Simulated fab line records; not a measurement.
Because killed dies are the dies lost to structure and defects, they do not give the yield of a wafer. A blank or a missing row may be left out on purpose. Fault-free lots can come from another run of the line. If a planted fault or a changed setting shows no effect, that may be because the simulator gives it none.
Which of the tools did it? -- flow n5Finfet -- 7 lots with 21 wafers sampled at 5 steps, on a route of 1938 steps

== WHAT THE GAUGES READ, wafer by wafer ==
N5_BEOL_M2_CD_MEAS_18: pitch 36 nm, target cd 18 nm.
lot,measured,on,cdNm (nm)
L183,day 7 22:06,cdSem-02,18.63 17.95 17.87
L186,day 8 14:36,cdSem-03,17.94 17.83 18.01
L188,day 8 21:34,cdSem-02,17.97 18.13 17.81
L193,day 10 06:31,cdSem-03,- - -
L199,day 11 15:04,cdSem-02,17.85 17.89 17.62
L197,day 12 02:10,cdSem-01,18.07 18.46 18.21
L202,day 12 08:01,cdSem-02,18.22 17.68 18.23

== WHICH TOOL RAN EACH LOT (tool, then ch and the chambers of the sampled wafers, then the start) ==
lot,N5_BEOL_M1_SPUTTER_94,N5_BEOL_M1_SPUTTER_96,N5_BEOL_M2_ETCH_64,N5_BEOL_M2_HM_OPEN_17
L183,"pvdSputter-02, day 7 17:44","pvdSputter-02, day 7 17:58","rieDiel-01 ch 0,2, day 7 21:44","rieMetal-03 ch 0,1, day 7 21:56"
L186,"pvdSputter-02, day 8 11:07","pvdSputter-02, day 8 11:20","rieDiel-02 ch 2,3, day 8 14:14","rieMetal-01 ch 0,1, day 8 14:25"
L188,"pvdSputter-01, day 8 16:55","pvdSputter-01, day 8 17:08","rieDiel-04 ch 0,1,3, day 8 21:07","rieMetal-02 ch 1, day 8 21:21"
L193,"pvdSputter-03, day 10 02:00","pvdSputter-03, day 10 02:13","rieDiel-01 ch 1,2,3, day 10 06:06","rieMetal-01 ch 1, day 10 06:17"
L199,"pvdSputter-02, day 11 10:32","pvdSputter-02, day 11 10:45","rieDiel-04 ch 0,2,3, day 11 14:42","rieMetal-01 ch 0,1, day 11 14:55"
L197,"pvdSputter-03, day 11 22:00","pvdSputter-03, day 11 22:13","rieDiel-02 ch 0,1,2, day 12 01:49","rieMetal-03 ch 0,1, day 12 01:59"
L202,"pvdSputter-01, day 12 05:10","pvdSputter-01, day 12 05:23","rieDiel-04 ch 0,1,2, day 12 07:40","rieMetal-02 ch 0,1, day 12 07:50"
- N5_BEOL_M1_SPUTTER_94: material Cu, target thk 4.5 nm, time 8.29 s.
- N5_BEOL_M1_SPUTTER_96: material Cu, target thk 4.5 nm, time 8.29 s.
- N5_BEOL_M2_ETCH_64: etches SOC in N2/H2, target depth 75 nm, overetch 22.5 nm, time 121.9 s.
- N5_BEOL_M2_HM_OPEN_17: chemistry Cl2/BCl3, target TiN, target depth 20 nm, overetch 6 nm.

== THE ANSWER, worked out from the rows above alone ==
Rule: what is usual is taken from the lots themselves. The widest of any qualifying gaps counts: lots, ordered by their means at a reading, are off when they make up no more than a third of the lots, leave a main group of 4 or more, and stand apart from it by 3 or more times the standard deviation of that group's means. A main group whose means are all the same, to the digits that the tables above print for the reading, isn't used. Also off: a lot with no number at a reading for which 4 or more lots have one. Any other lot the step has rows for is counted as sound.
Off at N5_BEOL_M2_CD_MEAS_18 (cdNm): L193. Without a number there: L193. The main group has a mean of 18.02 nm with a standard deviation of 0.15.
A tool fits if, at a process step before that reading, it ran every lot that is off, and no sound lot after the first of them. The gauges at N5_BEOL_M2_CD_MEAS_18 are tried like those tools. Can't be told from this: 2 tools fit, rieDiel-01 at N5_BEOL_M2_ETCH_64, cdSem-03 at N5_BEOL_M2_CD_MEAS_18.

== WHAT WAS PUT IN BY THE SIMULATOR ==
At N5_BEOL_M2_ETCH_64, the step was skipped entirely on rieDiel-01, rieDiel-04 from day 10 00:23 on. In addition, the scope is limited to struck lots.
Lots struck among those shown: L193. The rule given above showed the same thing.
